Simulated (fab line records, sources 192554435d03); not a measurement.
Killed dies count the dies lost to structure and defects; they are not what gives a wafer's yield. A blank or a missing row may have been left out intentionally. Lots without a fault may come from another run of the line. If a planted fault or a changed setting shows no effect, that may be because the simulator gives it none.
Comparing a struck lot with a sound one	flow n5 finfet	14 out of 1938 route steps
Sound: wafers L373.2, L373.3, L373.5. Struck: wafer L370.4 (left out: L370.5, a lot-mate that was not struck); the cause follows at the end.
Per side, at each step with rows, come the tool, then ch with its chambers, and then its first start. Under that, the readings that differ: sound wafers	struck wafers	difference of the means	sigmas: that difference in standard deviations of wafers without a fault.
alike: words and numbers the same on both sides, and readings whose means are apart by under 2 such deviations; not compared: readings that were withheld, readings missing a value for some wafer, numbers with overlapping values and no deviation given by the record, and bounds like >300 which may hide the same value.
A row with sigmas, a row that says differs or no value, or rows on one side alone: a step with any of these is where the two part. Non-overlapping numbers with no deviation appear without sigmas and do not part them. A reading missing from all wafers of one side parts the sides only when that side holds two or more wafers.

first, 8 steps without rows for these wafers: N5_PASSIVATION_HMDS_37 (time 60 s); N5_PASSIVATION_COAT_38; N5_PASSIVATION_EBR_40; N5_PASSIVATION_SOFTBAKE_39 (time 120 s); N5_PASSIVATION_EXPOSE_41 (exposes mask PASS OPEN, defocus 0 nm, target cd 40000 nm); N5_PASSIVATION_PEB_42; N5_PASSIVATION_DEVELOP_43 (develop time 60 s); N5_PASSIVATION_HARDBAKE_45 (time 120 s).
N5_PASSIVATION_CD_MEAS_44: the cd target is 40000 nm.
  sound on cd sem-01 ch 0, day 16 10:18; struck on cd sem-03 ch 0, day 15 22:38
  alike: cd nm
N5_PASSIVATION_OVL_MEAS_66:
  sound on overlay-02 ch 0, day 16 10:20; struck on overlay-02 ch 0, day 15 22:40
  alike: PASS_OPEN_OVL
N5_PASSIVATION_INSPECT_67: inspects for defects (macro).
  struck on defect inspect-02, day 15 22:41; sound on defect inspect-02, day 16 10:22
  alike: raw defect count
N5_PASSIVATION_DESCUM_46: chemistry O2, time 7.9 s.
  sound on rie diel-04 ch 0,1,2, day 16 10:23; struck on rie diel-02 ch 0, day 15 22:43
  alike: chamber pressure mTorr, drypump motor current A, oes product au, rf vpp V, showerhead plenum p Torr, throttle valve pct
  not compared: rf hours counter h
N5_PASSIVATION_PASS_ETCH_47: etches SiNx in CF4/O2, target depth 770 nm, time 385 s.
  sound on rie diel-04 ch 0,1,2, day 16 10:26; struck on rie diel-02 ch 0, day 15 22:45
reading	sound	struck	difference	sigmas
model.etch.depth nm (nm)	781.3 793.9 772.9	1256	+473	
  alike: chamber pressure mTorr, drypump motor current A, mfc ar sccm, oes_f_703_au, oes_o_777_au, oes product au, rf vpp V, showerhead plenum p Torr, throttle valve pct
  not compared: rf hours counter h
N5_PASSIVATION_ETCH_54: etches SiO2 in CHF3/O2, target depth 880 nm, time 440 s.
  sound on rie diel-04 ch 0,1,2, day 16 10:39; struck on rie diel-02 ch 0, day 15 22:59
  alike: chamber pressure mTorr, drypump motor current A, mfc ar sccm, oes_f_703_au, oes_o_777_au, oes product au, rf vpp V, showerhead plenum p Torr, throttle valve pct
  not compared: rf hours counter h

== WHERE THEY PART ==
Nowhere in this record.

WHY: whatever the simulator had introduced
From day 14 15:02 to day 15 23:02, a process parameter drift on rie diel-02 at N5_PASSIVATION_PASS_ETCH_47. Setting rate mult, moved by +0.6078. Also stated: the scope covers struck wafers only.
